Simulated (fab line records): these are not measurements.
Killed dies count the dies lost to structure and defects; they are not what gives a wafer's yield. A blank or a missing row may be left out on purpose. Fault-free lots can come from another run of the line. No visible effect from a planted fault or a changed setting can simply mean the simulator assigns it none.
What tool caused it? | flow n5-finfet | 33 wafers from 11 lots sampled at 5 of the route's 1938 steps

== WHAT THE GAUGES READ, wafer by wafer ==
N5_BEOL_M11_INSPECT_13: inspects for defects (brightfield).
lot  | measured     | on                | raw-defect-count
L156 | day 11 05:23 | defect-inspect-02 | 528 371 392
L155 | day 11 15:52 | defect-inspect-02 | 592 433 521
L157 | day 12 07:13 | defect-inspect-02 | 446 366 340
L158 | day 12 07:31 | defect-inspect-02 | 244 379 336
L159 | day 12 16:46 | defect-inspect-01 | 381 557 483
L161 | day 13 16:06 | defect-inspect-01 | 791 384 812
L164 | day 13 18:19 | defect-inspect-01 | 449 466 433
L169 | day 14 22:43 | defect-inspect-01 | 199 381 408
L170 | day 16 03:04 | defect-inspect-02 | 264 322 451
L178 | day 17 22:51 | defect-inspect-01 | 337 512 363
L176 | day 17 22:56 | defect-inspect-01 | 462 535 387

== EACH LOT AND THE TOOL THAT RAN IT (in order: tool; ch and the chambers of the sampled wafers; start) ==
lot  | N5_BEOL_M10_ANNEAL_51            | N5_BEOL_M10_DEP_56              | N5_BEOL_M11_PECVD_70            | N5_BEOL_M11_HM_DEP_02
L156 | rtp-anneal-02 ch 0, day 11 02:34 | pecvd-01 ch 0,2, day 11 03:11   | pecvd-02 ch 0,1,2, day 11 03:56 | pvd-sputter-03, day 11 04:50
L155 | rtp-anneal-02 ch 0, day 11 13:19 | pecvd-03 ch 0,1, day 11 13:56   | pecvd-01 ch 0,1, day 11 14:42   | pvd-sputter-02, day 11 15:19
L157 | rtp-anneal-02 ch 0, day 12 03:40 | pecvd-03 ch 0,1, day 12 04:19   | pecvd-02 ch 0,1, day 12 05:05   | pvd-sputter-01, day 12 06:47
L158 | rtp-anneal-02 ch 0, day 12 04:18 | pecvd-01 ch 0,1,2, day 12 04:52 | pecvd-02 ch 0,1, day 12 05:40   | pvd-sputter-01, day 12 07:05
L159 | rtp-anneal-02 ch 0, day 12 12:58 | pecvd-03 ch 0,1,2, day 12 13:37 | pecvd-02 ch 0,1,2, day 12 14:35 | pvd-sputter-02, day 12 16:13
L161 | rtp-anneal-01 ch 0, day 13 13:59 | pecvd-01 ch 0,1, day 13 14:38   | pecvd-03 ch 0,2, day 13 15:25   | pvd-sputter-02, day 13 15:40
L164 | rtp-anneal-01 ch 0, day 13 15:48 | pecvd-01 ch 0,1, day 13 16:25   | pecvd-02 ch 1,2, day 13 17:10   | pvd-sputter-01, day 13 17:46
L169 | rtp-anneal-02 ch 0, day 14 20:36 | pecvd-04 ch 0,2, day 14 21:13   | pecvd-01 ch 0,1,2, day 14 21:59 | pvd-sputter-03, day 14 22:10
L170 | rtp-anneal-02 ch 0, day 15 23:52 | pecvd-03 ch 0,2, day 16 00:29   | pecvd-02 ch 0,2, day 16 01:15   | pvd-sputter-01, day 16 02:31
L178 | rtp-anneal-01 ch 0, day 17 17:29 | pecvd-04 ch 0,1,2, day 17 18:08 | pecvd-01 ch 0,1, day 17 18:55   | pvd-sputter-03, day 17 22:14
L176 | rtp-anneal-01 ch 0, day 17 20:13 | pecvd-04 ch 0,1,2, day 17 20:52 | pecvd-02 ch 0,2, day 17 21:38   | pvd-sputter-03, day 17 22:26
- N5_BEOL_M10_ANNEAL_51: time 90 s.
- N5_BEOL_M10_DEP_56: deposits SiCN from 3MS/NH3, target thk 15 nm, time 26.5 s.
- N5_BEOL_M11_PECVD_70: deposits SiO2 from TEOS/O2, target thk 20 nm, time 22.7 s.
- N5_BEOL_M11_HM_DEP_02: deposits TiN, target thk 20 nm.

== THE ANSWER, worked out from the rows above alone ==
Rule: the lots themselves supply what counts as usual. The widest of any qualifying gaps counts: lots, ordered by their means at a reading, are off when they make up no more than a third of the lots, leave a main group of 4 or more, and stand apart from it by 3 or more times the standard deviation of that group's means. If all means in a main group match to the digits the tables above print for the reading, that group is not used. A lot without any number at a reading at which 4 lots or more have one is off too. All remaining lots with rows at the step are treated as sound.
Across all readings shown, no lot is off: no conclusion can be drawn from this.

== WHAT HAD BEEN PUT IN BY THE SIMULATOR ==
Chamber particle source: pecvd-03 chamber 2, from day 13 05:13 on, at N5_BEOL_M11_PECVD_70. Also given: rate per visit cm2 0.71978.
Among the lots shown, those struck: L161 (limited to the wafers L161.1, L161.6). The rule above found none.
